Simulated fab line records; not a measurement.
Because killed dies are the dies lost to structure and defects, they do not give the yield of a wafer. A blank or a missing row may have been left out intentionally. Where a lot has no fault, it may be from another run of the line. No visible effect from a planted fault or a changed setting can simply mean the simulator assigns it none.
Which tool is to blame? :: flow n5Finfet :: Sampling: 10 lots, 27 wafers, 5 of 1938 route steps

== WHAT THE GAUGES SHOWED, per wafer ==
N5_BEOL_M4_RC_MEAS_101. Usual: DIBL_N 35.8 mV/V, standard deviation 1.6; DIBL_P 35.6 mV/V, standard deviation 2; IOFF_N 0.15 nA/um, standard deviation 0.031; IOFF_P 0.20 nA/um, standard deviation 0.033; ION_N 668 uA/um, standard deviation 12; ION_P 459 uA/um, standard deviation 6.8; SS_N 71.4 mV/dec, standard deviation 0.53; SS_P 73.1 mV/dec, standard deviation 0.63; VT_N 250 mV, standard deviation 3.5; VT_P -251 mV, standard deviation 3.
lot: L276
measured: day 14 20:29
on: prober-01
DIBL_N (mV/V): 34.4 33.6 34.4
DIBL_P (mV/V): 34.3 33.3 34.1
IOFF_N (nA/um): 0.13 0.11 0.13
IOFF_P (nA/um): 0.19 0.17 0.18
ION_N (uA/um): 660 649 650
ION_P (uA/um): 462 458 454
SS_N (mV/dec): 70.7 70.8 70.7
SS_P (mV/dec): 73.0 72.6 72.7
VT_N (mV): 252 255 252
VT_P (mV): -249 -253 -253
flag: 

lot: L266
measured: day 15 11:46
on: prober-02
DIBL_N (mV/V): 35.8 36.6 35.5
DIBL_P (mV/V): 36.3 36.9 36.1
IOFF_N (nA/um): 0.16 0.18 0.15
IOFF_P (nA/um): 0.22 0.24 0.22
ION_N (uA/um): 674 661 671
ION_P (uA/um): 464 451 464
SS_N (mV/dec): 71.8 71.5 71.5
SS_P (mV/dec): 72.8 73.5 73.1
VT_N (mV): 251 250 251
VT_P (mV): -249 -248 -249
flag: 

lot: L277
measured: day 17 07:19
on: prober-02
DIBL_N (mV/V): 38.4 34.9 36.7
DIBL_P (mV/V): 39.6 35.3 38.1
IOFF_N (nA/um): 0.24 0.15 0.19
IOFF_P (nA/um): 0.29 0.21 0.26
ION_N (uA/um): 691 673 673
ION_P (uA/um): 467 465 469
SS_N (mV/dec): 72.4 71.5 71.7
SS_P (mV/dec): 74.2 73.4 73.8
VT_N (mV): 244 251 248
VT_P (mV): -246 -251 -247
flag: 

lot: L279
measured: day 17 15:24
on: prober-02
DIBL_N (mV/V): 32.8 33.6 33.8
DIBL_P (mV/V): 34.8 34.3 34.6
IOFF_N (nA/um): 0.14 0.14 0.15
IOFF_P (nA/um): 0.19 0.19 0.19
ION_N (uA/um): 667 663 670
ION_P (uA/um): 465 459 458
SS_N (mV/dec): 71.3 71.6 70.6
SS_P (mV/dec): 72.9 72.9 73.2
VT_N (mV): 251 252 249
VT_P (mV): -252 -251 -252
flag: 

lot: L283
measured: day 17 15:50
on: prober-01
DIBL_N (mV/V): 37.3 37.7
DIBL_P (mV/V): 37.3 38.8
IOFF_N (nA/um): 0.18 0.20
IOFF_P (nA/um): 0.22 0.25
ION_N (uA/um): 671 686
ION_P (uA/um): 457 466
SS_N (mV/dec): 71.7 72.4
SS_P (mV/dec): 74.1 74.2
VT_N (mV): 247 246
VT_P (mV): -250 -248
flag: 

lot: L278
measured: day 17 19:01
on: prober-02
DIBL_N (mV/V): 35.9 36.3
DIBL_P (mV/V): 35.9 36.9
IOFF_N (nA/um): 0.15 0.16
IOFF_P (nA/um): 0.20 0.21
ION_N (uA/um): 668 671
ION_P (uA/um): 461 459
SS_N (mV/dec): 71.4 71.4
SS_P (mV/dec): 72.8 73.3
VT_N (mV): 253 248
VT_P (mV): -251 -253
flag: 

lot: L282
measured: day 17 20:31
on: prober-01
DIBL_N (mV/V): 37.5 35.6 36.9
DIBL_P (mV/V): 37.2 34.8 36.1
IOFF_N (nA/um): 0.17 0.14 0.16
IOFF_P (nA/um): 0.22 0.19 0.21
ION_N (uA/um): 679 659 680
ION_P (uA/um): 461 454 462
SS_N (mV/dec): 71.5 71.2 71.5
SS_P (mV/dec): 73.1 73.4 73.6
VT_N (mV): 246 251 249
VT_P (mV): -253 -250 -251
flag: 

lot: L280
measured: day 18 02:15
on: prober-01
DIBL_N (mV/V): 36.0 35.0 37.1
DIBL_P (mV/V): 37.2 37.0 38.1
IOFF_N (nA/um): 0.16 0.15 0.18
IOFF_P (nA/um): 0.17 0.16 0.17
ION_N (uA/um): 667 668 681
ION_P (uA/um): 454 454 448
SS_N (mV/dec): 71.8 71.6 72.0
SS_P (mV/dec): 73.1 73.7 73.1
VT_N (mV): 253 251 248
VT_P (mV): -256 -255 -254
flag: 

lot: L281
measured: day 18 06:29
on: prober-01
DIBL_N (mV/V): 35.5 36.5 35.1
DIBL_P (mV/V): 34.4 37.1 34.5
IOFF_N (nA/um): 0.15 0.18 0.15
IOFF_P (nA/um): 0.20 0.24 0.20
ION_N (uA/um): 656 687 648
ION_P (uA/um): 453 463 450
SS_N (mV/dec): 71.4 71.7 71.2
SS_P (mV/dec): 73.3 74.2 73.0
VT_N (mV): 251 249 253
VT_P (mV): -250 -249 -252
flag: 

lot: L289
measured: day 20 12:02
on: prober-01
DIBL_N (mV/V): 38.3 38.3
DIBL_P (mV/V): 39.7 39.2
IOFF_N (nA/um): 0.23 0.22
IOFF_P (nA/um): 0.28 0.27
ION_N (uA/um): 708 685
ION_P (uA/um): 480 465
SS_N (mV/dec): 71.9 71.4
SS_P (mV/dec): 73.8 74.4
VT_N (mV): 243 244
VT_P (mV): -245 -244
flag: 

N5_BEOL_M8_CD_MEAS_28: the cd target is 40 nm. Usual: cdNm reads 39.98 nm (standard deviation 0.24).
lot: L276
measured: day 17 05:58
on: cdSem-03
cdNm (nm): 39.81 39.84 40.02
flag: 

lot: L266
measured: day 16 21:26
on: cdSem-02
cdNm (nm): 40.17 39.89 40.63
flag: 

lot: L277
measured: day 19 04:43
on: cdSem-01
cdNm (nm): 39.86 39.74 39.58
flag: 

lot: L279
measured: day 19 05:04
on: cdSem-02
cdNm (nm): 39.80 40.34 40.35
flag: 

lot: L283
measured: day 19 05:09
on: cdSem-03
cdNm (nm): 30.75 39.91
flag: OFF

lot: L278
measured: day 19 09:02
on: cdSem-02
cdNm (nm): 31.04 30.08
flag: OFF

lot: L282
measured: day 19 15:20
on: cdSem-01
cdNm (nm): 39.72 40.00 29.89
flag: OFF

lot: L280
measured: day 19 15:31
on: cdSem-03
cdNm (nm): 40.48 40.00 40.05
flag: 

lot: L281
measured: day 19 17:51
on: cdSem-01
cdNm (nm): 39.89 40.03 39.90
flag: 

lot: L289
measured: day 21 22:56
on: cdSem-03
cdNm (nm): 40.18 40.12
flag: 

N5_BEOL_M8_OVL_MEAS_29. Usual: V7_OVL gives -0.5 nm (standard deviation 0.64).
lot: L276
measured: day 17 06:00
on: overlay-01
V7_OVL (nm): -0.6 -0.1 -1.2
flag: 

lot: L266
measured: day 16 21:28
on: overlay-01
V7_OVL (nm): -0.1 -0.6 0.1
flag: 

lot: L277
measured: day 19 04:45
on: overlay-01
V7_OVL (nm): -0.8 -1.3 0.7
flag: 

lot: L279
measured: day 19 05:06
on: overlay-02
V7_OVL (nm): -0.4 -0.1 -0.7
flag: 

lot: L283
measured: day 19 05:11
on: overlay-01
V7_OVL (nm): -0.5 -0.3
flag: 

lot: L278
measured: day 19 09:05
on: overlay-01
V7_OVL (nm): -0.6 -1.5
flag: 

lot: L282
measured: day 19 15:25
on: overlay-02
V7_OVL (nm): -0.5 -1.1 -0.6
flag: 

lot: L280
measured: day 19 15:33
on: overlay-02
V7_OVL (nm): -1.1 -0.5 -1.2
flag: 

lot: L281
measured: day 19 17:53
on: overlay-02
V7_OVL (nm): -0.9 -0.8 0.0
flag: 

lot: L289
measured: day 21 22:58
on: overlay-02
V7_OVL (nm): 0.2 -0.1
flag: 

== WHICH TOOL RAN EACH LOT (tool, then ch and the chambers of the sampled wafers, then the start) ==
lot: L276
N5_BEOL_M8_STRIP_19: rieDiel-03 ch 0,1,3, day 17 03:34
N5_BEOL_M8_EXPOSE_25: euvScanner-02 ch 0, day 17 05:50

lot: L266
N5_BEOL_M8_STRIP_19: rieDiel-06 ch 0,3, day 16 20:10
N5_BEOL_M8_EXPOSE_25: euvScanner-01 ch 0, day 16 21:19

lot: L277
N5_BEOL_M8_STRIP_19: rieDiel-03 ch 0,3, day 19 02:35
N5_BEOL_M8_EXPOSE_25: euvScanner-02 ch 0, day 19 04:35

lot: L279
N5_BEOL_M8_STRIP_19: rieDiel-06 ch 0,2,3, day 19 03:07
N5_BEOL_M8_EXPOSE_25: euvScanner-02 ch 0, day 19 04:56

lot: L283
N5_BEOL_M8_STRIP_19: rieDiel-06 ch 0,3, day 19 03:38
N5_BEOL_M8_EXPOSE_25: euvScanner-02 ch 0, day 19 05:02

lot: L278
N5_BEOL_M8_STRIP_19: rieDiel-03 ch 0,3, day 19 06:43
N5_BEOL_M8_EXPOSE_25: euvScanner-02 ch 0, day 19 08:56

lot: L282
N5_BEOL_M8_STRIP_19: rieDiel-03 ch 2,3, day 19 10:38
N5_BEOL_M8_EXPOSE_25: euvScanner-02 ch 0, day 19 15:13

lot: L280
N5_BEOL_M8_STRIP_19: rieDiel-06 ch 0,1,2, day 19 11:34
N5_BEOL_M8_EXPOSE_25: euvScanner-01 ch 0, day 19 15:23

lot: L281
N5_BEOL_M8_STRIP_19: rieDiel-03 ch 0,1,2, day 19 17:28
N5_BEOL_M8_EXPOSE_25: euvScanner-01 ch 0, day 19 17:43

lot: L289
N5_BEOL_M8_STRIP_19: rieDiel-06 ch 2, day 21 21:43
N5_BEOL_M8_EXPOSE_25: euvScanner-01 ch 0, day 21 22:49
- N5_BEOL_M8_STRIP_19: strips in O2.
- N5_BEOL_M8_EXPOSE_25: exposes mask V7, target cd 40 nm.

== WHAT THE TOOLS THEMSELVES READ (means of the sampled wafers that have a number; where no wafer has one, the mark that the record gives instead) ==
N5_BEOL_M8_STRIP_19. Usual: drypumpMotorCurrentA 5.7 A, standard deviation 0.44; oesProductAu 0.81 a.u., standard deviation 0.089; rfVppV 3.7 V, standard deviation 0.64; showerheadPlenumPTorr 2.11 Torr, standard deviation 0.097; throttleValvePct 16.66 %, standard deviation 0.24.
lot: L276
tool: rieDiel-03
drypumpMotorCurrentA (A): 5.8
oesProductAu (a.u.): 0.77
rfVppV (V): 4.2
showerheadPlenumPTorr (Torr): 2.15
throttleValvePct (%): 16.71
flag: 

lot: L266
tool: rieDiel-06
drypumpMotorCurrentA (A): 5.4
oesProductAu (a.u.): 0.80
rfVppV (V): 3.5
showerheadPlenumPTorr (Torr): 2.06
throttleValvePct (%): 16.67
flag: 

lot: L277
tool: rieDiel-03
drypumpMotorCurrentA (A): 6.0
oesProductAu (a.u.): 0.80
rfVppV (V): 3.3
showerheadPlenumPTorr (Torr): 2.17
throttleValvePct (%): 16.69
flag: 

lot: L279
tool: rieDiel-06
drypumpMotorCurrentA (A): 5.3
oesProductAu (a.u.): 0.82
rfVppV (V): 3.0
showerheadPlenumPTorr (Torr): 2.03
throttleValvePct (%): 16.74
flag: 

lot: L283
tool: rieDiel-06
drypumpMotorCurrentA (A): 5.5
oesProductAu (a.u.): 0.76
rfVppV (V): 3.5
showerheadPlenumPTorr (Torr): 2.02
throttleValvePct (%): 16.77
flag: 

lot: L278
tool: rieDiel-03
drypumpMotorCurrentA (A): 6.0
oesProductAu (a.u.): 0.76
rfVppV (V): 3.8
showerheadPlenumPTorr (Torr): 2.15
throttleValvePct (%): 16.78
flag: 

lot: L282
tool: rieDiel-03
drypumpMotorCurrentA (A): 6.0
oesProductAu (a.u.): 0.88
rfVppV (V): 2.8
showerheadPlenumPTorr (Torr): 2.22
throttleValvePct (%): 16.42
flag: 

lot: L280
tool: rieDiel-06
drypumpMotorCurrentA (A): 5.4
oesProductAu (a.u.): 0.85
rfVppV (V): 3.7
showerheadPlenumPTorr (Torr): 2.07
throttleValvePct (%): 16.68
flag: 

lot: L281
tool: rieDiel-03
drypumpMotorCurrentA (A): 5.8
oesProductAu (a.u.): 0.86
rfVppV (V): 3.3
showerheadPlenumPTorr (Torr): 2.15
throttleValvePct (%): 16.52
flag: 

lot: L289
tool: rieDiel-06
drypumpMotorCurrentA (A): 5.2
oesProductAu (a.u.): 0.87
rfVppV (V): 4.0
showerheadPlenumPTorr (Torr): 2.05
throttleValvePct (%): 16.74
flag: 

== THE ANSWER, worked out from the rows above alone ==
Rule: lot off if the mean of its wafers having a number is beyond 3 standard deviations from the usual mean. Also off: a lot with no number at a reading for which 4 or more lots have one. All remaining lots with rows at the step are treated as sound. Order of review: gauges by route order, followed by the tools' own readings, for which a lot's mean as printed above is used. At the first step where some lot is off, the reading lying furthest off is the one used; lots without a number count as furthest.
Off at N5_BEOL_M8_CD_MEAS_28 (cdNm): L283, L278, L282.
A tool fits if, at a process step before that reading, it ran every lot that is off, and no sound lot after the first of them. Those tools and the gauges at N5_BEOL_M8_CD_MEAS_28 are tried in the same way. One candidate fits, namely euvScanner-02 at N5_BEOL_M8_EXPOSE_25. A fault onset in the window from L279 (day 19 04:56, its last sound lot) to L283 (day 19 05:02, its first lot off) fits.

== WHAT HAD BEEN PUT IN BY THE SIMULATOR ==
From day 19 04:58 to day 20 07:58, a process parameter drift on euvScanner-02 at N5_BEOL_M8_EXPOSE_25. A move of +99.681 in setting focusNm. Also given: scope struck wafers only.
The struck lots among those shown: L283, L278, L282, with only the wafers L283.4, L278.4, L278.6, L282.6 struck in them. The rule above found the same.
